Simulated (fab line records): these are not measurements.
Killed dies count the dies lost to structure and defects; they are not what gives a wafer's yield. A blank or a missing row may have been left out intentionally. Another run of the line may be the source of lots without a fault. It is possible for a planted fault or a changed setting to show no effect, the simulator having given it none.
2 desks, one fault | flow nand-harc | every desk sees just its own numbers, and what lay behind them comes last

DESK OF THE TOOL OWNER: acl-dep-01
The tool's own readings at NHARC_A_CHANNEL_HOLE_D1_DEP_00 (deposits aC, target thk 3100 nm): means of the sampled wafers that have a number, for each lot that ran on this tool. A lot is out of limits, marked OUT, if its mean lies more than 4 standard deviations from the usual mean; the brackets give that distance.
Columns: A = throttle-valve-pct at NHARC_A_CHANNEL_HOLE_D1_DEP_00, usual 34.999 %
lot  | first seen here | A
L621 | day 9 18:13     | 35.003
L623 | day 10 01:45    | 34.993
L624 | day 10 10:39    | 35.008
L629 | day 12 12:22    | 35.001
L630 | day 12 20:58    | 35.007
L639 | day 17 00:42    | 34.992
L642 | day 18 00:32    | 34.999
This desk found nothing out of limits on any of the 7 lots.

THE DEFECT DESK
Counts from the inspections along the route, per lot, as means over the sampled wafers that have a number. A lot is out of limits, marked OUT, if its mean lies more than 4 standard deviations from the usual mean; the brackets give that distance.
Columns: A = raw-defect-count at NHARC_HYBRID_BOND_INSPECT_06, usual 89
lot  | first seen here | A
L619 | day 24 00:20    | 112
L621 | day 25 01:03    | 53
L623 | day 25 01:03    | 60
L622 | day 25 01:05    | 131
L624 | day 25 09:58    | 74
L636 | day 30 16:16    | 115
L637 | day 30 16:17    | 108
L640 | day 31 22:45    | 134
L641 | day 31 22:45    | 55
L639 | day 32 12:44    | 35
L642 | day 33 01:29    | 93
This desk found nothing out of limits on any of the 11 lots.

TAKEN TOGETHER
Nothing out of limits was seen by the tool owner's desk.
No out-of-limits result turned up at the defect desk.

WHAT THE SIMULATOR HAD PUT IN
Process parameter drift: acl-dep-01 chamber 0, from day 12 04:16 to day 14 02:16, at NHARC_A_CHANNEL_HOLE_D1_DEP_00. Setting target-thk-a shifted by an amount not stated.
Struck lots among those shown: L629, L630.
